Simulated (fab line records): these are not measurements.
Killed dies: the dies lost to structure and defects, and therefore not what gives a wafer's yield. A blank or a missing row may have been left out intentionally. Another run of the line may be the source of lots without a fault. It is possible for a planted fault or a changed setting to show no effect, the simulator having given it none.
fab line records + flow n5_finfet
[record]
- lots = 4
- wafers = 12
- last_day = 17
route steps=1938 shown MOL_CONTACT_COAG@582 BEOL_M4@1111
lots that met no fault: from a run of the same line without faults
start_h: start of the lot's first displayed wafer, in hours after the record's first day + wait_h: hours since the lot's step before + " identical to the entry in the row above + L1.1+2: a row that stands for several wafers + - no value, or no start given + * or withheld: withheld + < > ~ a bound
route shown NAME@n: names a module that has steps shown in the file, with the first one's number in the route + usual: mean/standard deviation of fault-free wafers + same: alike in all rows + chamber/n: place in a boat + sites: each site's reading + _std_site: the values' standard deviation + _edge_site: inner sites' mean taken away from outer sites' mean + radius_mm: for every site, how far away it sits from the centre of the wafer + mask NAME#n: copy n + behind: tool/chamber where the wafer was last shaped + hold: the reason the lot was held/the length of the hold in hours/how it ended + device: names the non-switching transistor (n, p or np) + end of line: tests of these same wafers at the route's end + a step with no rows: only its recipe + killed: the dies lost at the first sort to structure and to defects; this is not the yield of the wafer + map: a wafer's dies, x killed, . not, _ none there
set.NAME: the setting that was run; set.NAME@STEP: the one run at that earlier step + model.NAME: the simulator's own value behind a step, which no gauge read
lots at selected steps of the route; one table per step, one row per wafer
services: from which hour (start_h, from the record's first day; less than 0 if before it) a tool's chamber was out of use, for how many hours, and why
[[steps]]
[step N5_MOL_CONTACT_COAG_STRIP_92]
[recipe]
- chemistry = N2/H2
- temp_c = 40
- n2_flow_sccm = 200
- h2_flow_sccm = 200
- rf_frequency_hz = 6e+07
[step N5_MOL_CONTACT_COAG_STRIP_93]
[recipe]
- chemistry = N2/H2
- temp_c = 40
- n2_flow_sccm = 200
- h2_flow_sccm = 200
- rf_frequency_hz = 6e+07
[step N5_MOL_CONTACT_COAG_ETCHBACK_135]
[recipe]
- chemistry = CHF3
- target = SiO2
- target_depth_a = 250
- time_s = 16.7
- ion_energy_ev = 200
- pressure_mtorr = 30
- source_w = 610
- bias_w = 170
- Ar_flow_sccm = 200
- CHF3_flow_sccm = 50
[step N5_MOL_CONTACT_COAG_STRIP_118]
[recipe]
- chemistry = CHF3
- resist = SiARC
- rf_frequency_hz = 6e+07
[step N5_MOL_CONTACT_COAG_VIA_ETCH_46]
[recipe]
- chemistry = C4F6/O2
- target_depth_a = 460
- overetch_a = 92
- mask_material = SOC
- target = SiO2
- bias_w = 455
- pressure_mtorr = 10
- time_s = 40
- source_w = 325
- Ar_flow_sccm = 300
- C4F6_flow_sccm = 10
- O2_flow_sccm = 10
- ion_energy_ev = 575.3
- ends = end_point
[step N5_MOL_CONTACT_COAG_STRIP_96]
[recipe]
- chemistry = N2/H2
- power_w = 500
- temp_c = 40
- pressure_mtorr = 50
- rf_frequency_hz = 6e+07
- overash_fraction = 0.3
- bias_power_w = 28
- h2_frac = 0.5
- n2_flow_sccm = 300
- h2_flow_sccm = 300
[step N5_MOL_CONTACT_COAG_ETCH_47]
[recipe]
- chemistry = CH3F/O2
- target = SiNx
- target_depth_a = 270
- mask_material = SiO2
- stop_on = W
- over_etch_frac = 0.2
- ion_energy_ev = 120
- endpoint = OES-CN
- pressure_mtorr = 30
- source_w = 395
- bias_w = 73
- Ar_flow_sccm = 150
- CH3F_flow_sccm = 30
- O2_flow_sccm = 20
- ends = end_point
[step N5_MOL_CONTACT_COAG_STRIP_119]
[recipe]
- chemistry = N2/H2
- time_s = 30
- power_w = 1000
- temp_c = 250
- pressure_mtorr = withheld
- n2_flow_sccm = 1750
- h2_flow_sccm = 3250
[step N5_MOL_CONTACT_COAG_PRECLEAN_144]
[recipe]
- chemistry = alkaline_clean
- temp_c = 60
- time_s = 60
- do_ppb = 50
[step N5_MOL_CONTACT_COAG_SRD_145]
[recipe]
- dry = ipa_marangoni
- time_s = 30
- temp_c = 23
- rinse_liquid = diw
[step N5_MOL_CONTACT_COAG_COAT_62]
[recipe]
- resist = SOC
- temp_c = 250
- time_s = 60
- spin_rpm = 1500
- resist_thk_nm = 60
[step N5_MOL_CONTACT_COAG_COAT_63]
[recipe]
- resist = SiARC
- temp_c = 220
- time_s = 60
- spin_rpm = 1500
- resist_thk_nm = 10
[usual]
- dispense_pressure_kPa = 51.3/1.3
- spin_speed_rpm = 1499.8/0.99
| lot.wafer | tool           | chamber | start_h | wait_h | dispense_pressure_kPa | spin_speed_rpm |
|-----------|----------------|---------|---------|--------|-----------------------|----------------|
| L673.1    | litho_track-01 | 0       | 129.66  | -      | 53.0                  | 1499.9         |
| L673.4    | "              | 0       | "       | "      | 53.0                  | 1501.2         |
| L673.5    | "              | 0       | "       | "      | 53.0                  | 1500.0         |
| L677.1    | litho_track-01 | 0       | 155.76  | -      | 53.0                  | 1576.6         |
| L677.2    | "              | 0       | "       | "      | 53.0                  | 1577.7         |
| L677.6    | "              | 0       | "       | "      | 52.9                  | 1577.2         |
| L679.1    | litho_track-01 | 0       | 167.74  | -      | 53.0                  | 1575.5         |
| L679.3    | "              | 0       | "       | "      | 53.0                  | 1578.2         |
| L679.6    | "              | 0       | "       | "      | 53.0                  | 1578.5         |
| L688.2    | litho_track-04 | 0       | 218.28  | -      | 51.4                  | 1499.9         |
| L688.3    | "              | 0       | "       | "      | 51.4                  | 1498.7         |
| L688.6    | "              | 0       | "       | "      | 51.3                  | 1499.4         |
[step N5_MOL_CONTACT_COAG_COAT_64]
[recipe]
- resist = underlayer
- temp_c = 205
- time_s = 60
- spin_rpm = 1500
- resist_thk_nm = 10
[step N5_MOL_CONTACT_COAG_COAT_34]
[recipe]
- resist = CAR-EUV
- spin_rpm = 1500
- resist_thk_nm = 40
[step N5_MOL_CONTACT_COAG_EBR_36]
[recipe]
- solvent = PGMEA
- ebr_width_mm = 1.5
[step N5_MOL_CONTACT_COAG_SOFTBAKE_35]
[recipe]
- temp_c = 110
- time_s = 60
- resist = CAR-EUV
[step N5_MOL_CONTACT_COAG_EXPOSE_37]
[recipe]
- mask_id = VD
- na = 0.33
- source_shape = annular
- sigma_inner = 0.3
- sigma_outer = 0.7
- polarization = unpolarized
- defocus_nm = 0
- dose_mj = 62
[step N5_MOL_CONTACT_COAG_PEB_38]
[recipe]
- peb_temp_c = 100
- peb_time_s = 60
- resist = CAR-EUV
[step N5_MOL_CONTACT_COAG_DEVELOP_39]
[recipe]
- develop_time_s = 30
- developer = TMAH
- resist = CAR-EUV
- rinse_liquid = surfactant_rinse
- dry = air_spin
- dev_temp_c = 23
[step N5_MOL_CONTACT_COAG_DESCUM_45]
[recipe]
- chemistry = O2
- time_s = 7
- source_power_w = 50
- bias_power_w = 20
- pressure_mtorr = 20
- rf_frequency_hz = 2.712e+07
- temp_c = 40
- resist = CAR-EUV
- o2_flow_sccm = 225
[step N5_MOL_CONTACT_COAG_ETCH_65]
[recipe]
- chemistry = N2/H2
- target = underlayer
- target_depth_a = 130
- mask_material = CAR-EUV
- time_s = 10.4
- ion_energy_ev = 200
- pressure_mtorr = 30
- source_w = 840
- bias_w = 150
- n2_flow_sccm = 200
- h2_flow_sccm = 200
- ends = cleared
[step N5_MOL_CONTACT_COAG_ETCH_66]
[recipe]
- chemistry = CF4
- target = SiARC
- target_depth_a = 130
- mask_material = CAR-EUV
- time_s = 21.7
- ion_energy_ev = 80
- pressure_mtorr = 40
- source_w = 545
- bias_w = 36
- Ar_flow_sccm = 100
- cf4_flow_sccm = 100
- ends = cleared
[usual]
- drypump_motor_current_A = 5.5/0.34
- etch_rf_on_time_s = 21.7/0.47
- oes_product_au = 0.70/0.075
- rf_vpp_V = 184.4/1
- showerhead_plenum_p_Torr = 2.18/0.061
- throttle_valve_pct = 15.56/0.3
| lot.wafer | tool        | chamber | start_h | wait_h | drypump_motor_current_A | etch_rf_on_time_s | oes_product_au | rf_hours_counter_h | rf_vpp_V | showerhead_plenum_p_Torr | throttle_valve_pct | model.etch.depth_nm |
|-----------|-------------|---------|---------|--------|-------------------------|-------------------|----------------|--------------------|----------|--------------------------|--------------------|---------------------|
| L673.1    | rie_diel-06 | 2       | 130.25  | 0.0    | 5.0                     | 21.7              | 0.71           | 74                 | 182.9    | 2.09                     | 15.77              | 9.966               |
| L673.4    | "           | 1       | "       | "      | 5.3                     | 21.2              | 0.67           | 116                | 182.3    | 2.07                     | 15.84              | 9.952               |
| L673.5    | "           | 3       | "       | "      | 6.5                     | 21.6              | 0.62           | -                  | 184.5    | 2.21                     | 15.76              | 9.923               |
| L677.1    | rie_diel-04 | 0       | 156.22  | 0.0    | 5.4                     | 20.7              | 0.71           | 54                 | 185.7    | 2.25                     | 15.76              | 9.724               |
| L677.2    | "           | 3       | "       | "      | 5.5                     | 20.5              | 0.78           | 26                 | 183.9    | 2.18                     | 15.09              | 9.726               |
| L677.6    | "           | 3       | "       | "      | 5.5                     | 20.4              | 0.78           | -                  | 184.7    | 2.18                     | 15.10              | 9.713               |
| L679.1    | rie_diel-03 | 2       | 168.21  | 0.0    | 5.7                     | 21.2              | 0.76           | 23                 | 184.8    | 2.28                     | 15.22              | 9.73                |
| L679.3    | "           | 1       | "       | "      | 5.6                     | 22.1              | 0.59           | 234                | 184.2    | 2.11                     | 15.71              | 9.709               |
| L679.6    | "           | 1       | "       | "      | 5.5                     | 22.1              | 0.58           | -                  | 184.4    | 2.11                     | 15.70              | 9.743               |
| L688.2    | rie_diel-03 | 2       | 218.87  | 0.0    | 5.7                     | 22.1              | 0.73           | 43                 | 185.3    | 2.27                     | 15.27              | 10.01               |
| L688.3    | "           | 3       | "       | "      | 5.7                     | 21.7              | 0.81           | 14                 | 184.6    | 2.19                     | 15.72              | 9.994               |
| L688.6    | "           | 2       | "       | "      | 5.7                     | 21.9              | 0.73           | -                  | 186.7    | 2.27                     | 15.27              | 9.982               |
[step N5_MOL_CONTACT_COAG_ALD_133]
[recipe]
- material = SiO2
- target_thk_a = 50
- temp_c = 100
- ald_precursor_family = BDEAS
- ald_co_reactant = O2-plasma
- pulse_time_s = 1
- co_reactant_pulse_time_s = 1
- purge_time_s = 2
- co_reactant_purge_time_s = 2
- ald_cycles = 35
- pressure_torr = 2
[step N5_MOL_CONTACT_COAG_ETCHBACK_134]
[recipe]
- chemistry = CHF3
- target = SiO2
- target_depth_a = 100
- time_s = 6.7
- ion_energy_ev = 200
- pressure_mtorr = 30
- source_w = 610
- bias_w = 170
- Ar_flow_sccm = 200
- CHF3_flow_sccm = 50
[step N5_MOL_CONTACT_COAG_ETCH_67]
[recipe]
- chemistry = N2/H2
- target = SOC
- target_depth_a = 600
- overetch_a = 210
- mask_material = SiARC
- temp_c = 40
- time_s = 101.2
- ion_energy_ev = 200
- pressure_mtorr = 30
- source_w = 840
- bias_w = 150
- n2_flow_sccm = 200
- h2_flow_sccm = 200
[usual]
- drypump_motor_current_A = 5.6/0.36
- oes_product_au = 0.69/0.071
- rf_vpp_V = 524.6/2.4
- showerhead_plenum_p_Torr = 2.57/0.083
- throttle_valve_pct = 17.8/0.33
| lot.wafer | tool        | chamber | start_h | wait_h | drypump_motor_current_A | oes_product_au | rf_hours_counter_h | rf_vpp_V | showerhead_plenum_p_Torr | throttle_valve_pct | model.SiARC_of_MOL_CONTACT_COAG_COAT_63.thk_nm |
|-----------|-------------|---------|---------|--------|-------------------------|----------------|--------------------|----------|--------------------------|--------------------|------------------------------------------------|
| L673.1    | rie_diel-04 | 0       | 130.54  | 0.0    | 5.4                     | 0.71           | 44                 | 529.0    | 2.71                     | 18.1               | 5.8                                            |
| L673.4    | "           | 2       | "       | "      | 5.7                     | 0.74           | 28                 | 526.6    | 2.60                     | 17.3               | 5.8                                            |
| L673.5    | "           | 2       | "       | "      | 5.7                     | 0.75           | -                  | 524.6    | 2.60                     | 17.3               | 5.6                                            |
| L677.1    | rie_diel-06 | 0       | 156.51  | 0.0    | 5.5                     | 0.61           | 186                | 522.4    | 2.53                     | 17.6               | 5.6                                            |
| L677.2    | "           | 1       | "       | "      | 5.3                     | 0.65           | 126                | 521.1    | 2.46                     | 18.1               | 5.6                                            |
| L677.6    | "           | 1       | "       | "      | 5.3                     | 0.64           | -                  | 521.9    | 2.46                     | 18.1               | 5.4                                            |
| L679.1    | rie_diel-06 | 0       | 168.74  | 0.0    | 5.5                     | 0.61           | 190                | 522.7    | 2.53                     | 17.6               | 5.8                                            |
| L679.3    | "           | 2       | "       | "      | 5.0                     | 0.69           | 88                 | 520.7    | 2.47                     | 18.0               | 5.6                                            |
| L679.6    | "           | 2       | "       | "      | 5.0                     | 0.69           | -                  | 520.7    | 2.47                     | 18.0               | 5.6                                            |
| L688.2    | rie_diel-03 | 2       | 219.16  | 0.0    | 5.7                     | 0.73           | 43                 | 528.6    | 2.70                     | 17.4               | 5.8                                            |
| L688.3    | "           | 3       | "       | "      | 5.7                     | 0.78           | 14                 | 525.4    | 2.61                     | 18.1               | 5.8                                            |
| L688.6    | "           | 0       | "       | "      | 5.1                     | 0.72           | -                  | 522.5    | 2.48                     | 17.8               | 6                                              |
[step N5_MOL_CONTACT_COAG_STRIP_68]
[recipe]
- chemistry = N2/H2
- temp_c = 40
- n2_flow_sccm = 200
- h2_flow_sccm = 200
- rf_frequency_hz = 6e+07
[step N5_BEOL_M4_RC_MEAS_101]
[usual]
- DIBL_N = 36.4/1.4
- DIBL_P = 36.3/1.8
- IOFF_N = 0.163/0.024
- IOFF_P = 0.21/0.034
- ION_N = 673/11
- ION_P = 461/7.4
- SS_N = 71.6/0.52
- SS_P = 73.3/0.58
- VT_N = 249.4/2.5
- VT_P = -250/3.5
| lot.wafer | tool      | chamber | start_h | wait_h | DIBL_N[mV/V] | DIBL_P[mV/V] | IOFF_N[nA/um] | IOFF_P[nA/um] | ION_N[uA/um] | ION_P[uA/um] | SS_N[mV/dec] | SS_P[mV/dec] | VT_N[mV] | VT_P[mV] |
|-----------|-----------|---------|---------|--------|--------------|--------------|---------------|---------------|--------------|--------------|--------------|--------------|----------|----------|
| L673.1    | prober-01 | 0       | 201.62  | 0.0    | 35.6         | 36.3         | 0.159         | 0.20          | 674          | 457          | 71.3         | 73.8         | 251.1    | -252     |
| L673.4    | "         | 0       | "       | "      | 35.8         | 36.3         | 0.154         | 0.20          | 663          | 457          | 71.4         | 73.7         | 251.2    | -252     |
| L673.5    | "         | 0       | "       | "      | 36.3         | 37.0         | 0.165         | 0.22          | 664          | 455          | 72.2         | 73.6         | 251.1    | -251     |
| L677.1    | prober-01 | 0       | 224.94  | 0.0    | 35.1         | 35.1         | 0.141         | 0.18          | 661          | 451          | 71.4         | 73.3         | 252.1    | -255     |
| L677.2    | "         | 0       | "       | "      | 35.3         | 36.1         | 0.152         | 0.20          | 667          | 458          | 71.4         | 72.9         | 250.6    | -251     |
| L677.6    | "         | 0       | "       | "      | 35.3         | 35.9         | 0.148         | 0.19          | 669          | 454          | 71.3         | 73.2         | 251.1    | -252     |
| L679.1    | prober-01 | 0       | 228.77  | 0.0    | 37.1         | 36.4         | 0.171         | 0.21          | 697          | 468          | 72.2         | 73.7         | 247.3    | -251     |
| L679.3    | "         | 0       | "       | "      | 34.6         | 33.9         | 0.134         | 0.18          | 672          | 461          | 71.6         | 73.0         | 252.5    | -252     |
| L679.6    | "         | 0       | "       | "      | 33.0         | 31.1         | 0.109         | 0.15          | 673          | 466          | 71.1         | 72.8         | 252.5    | -255     |
| L688.2    | prober-01 | 0       | 286.57  | 0.2    | 37.4         | 37.1         | 0.166         | 0.23          | 674          | 464          | 72.2         | 73.5         | 248.7    | -248     |
| L688.3    | "         | 0       | "       | "      | 38.9         | 38.8         | 0.193         | 0.27          | 688          | 467          | 71.9         | 73.6         | 249.4    | -247     |
| L688.6    | "         | 0       | "       | "      | 39.5         | 39.1         | 0.201         | 0.27          | 686          | 471          | 72.2         | 74.1         | 247.1    | -244     |
[[services]]
| tool        | chamber | start_h | hours | kind                          |
|-------------|---------|---------|-------|-------------------------------|
| rie_diel-03 | 0       | 111.09  | 14.0  | repair                        |
| rie_diel-03 | 3       | 148.21  | -     | clean                         |
| rie_diel-03 | 3       | 148.21  | -     | consumable_replace:focus_ring |
| rie_diel-03 | 3       | 148.21  | 29.4  | scheduled_down                |
| rie_diel-03 | 3       | 148.21  | 29.4  | vent_cycle                    |
| rie_diel-04 | 1       | 149.34  | -     | clean                         |
| rie_diel-04 | 1       | 149.34  | -     | consumable_replace:focus_ring |
| rie_diel-04 | 1       | 149.34  | 18.4  | scheduled_down                |
| rie_diel-04 | 1       | 149.34  | 18.4  | vent_cycle                    |
| rie_diel-03 | 1       | 211.40  | -     | clean                         |
| rie_diel-03 | 1       | 211.40  | -     | consumable_replace:focus_ring |
| rie_diel-03 | 1       | 211.40  | 17.4  | scheduled_down                |
| rie_diel-03 | 1       | 211.40  | 17.4  | vent_cycle                    |
[[key]]
[first_sign]
- step = N5_MOL_CONTACT_COAG_COAT_63
- reading = spin_speed_rpm
- direction = up
- sigmas = 78
- usual = *
- struck = *
effect none on later readings
[model_effect]
- step = N5_MOL_CONTACT_COAG_ETCH_66
- value = etch.depth_nm
- without = 9.971
- struck = 9.724
[model_effect]
- step = N5_MOL_CONTACT_COAG_ETCH_67
- value = SiARC_of_MOL_CONTACT_COAG_COAT_63.thk_nm
- without = 5.867
- struck = 5.6
met_at N5_MOL_CONTACT_COAG_COAT_63
struck_wafers L677.1,L677.2,L677.6,L679.1,L679.3,L679.6
onset_between 129.66 155.76
[fault]
- kind = process_parameter_drift
- tool = litho_track-01
- chamber = -
- onset_h = 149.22
- steps = N5_MOL_CONTACT_COAG_COAT_63
- channel = spin_rpm
- offset = *
- shape = step
- end_h = 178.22
- acts_in = *
- stated = *
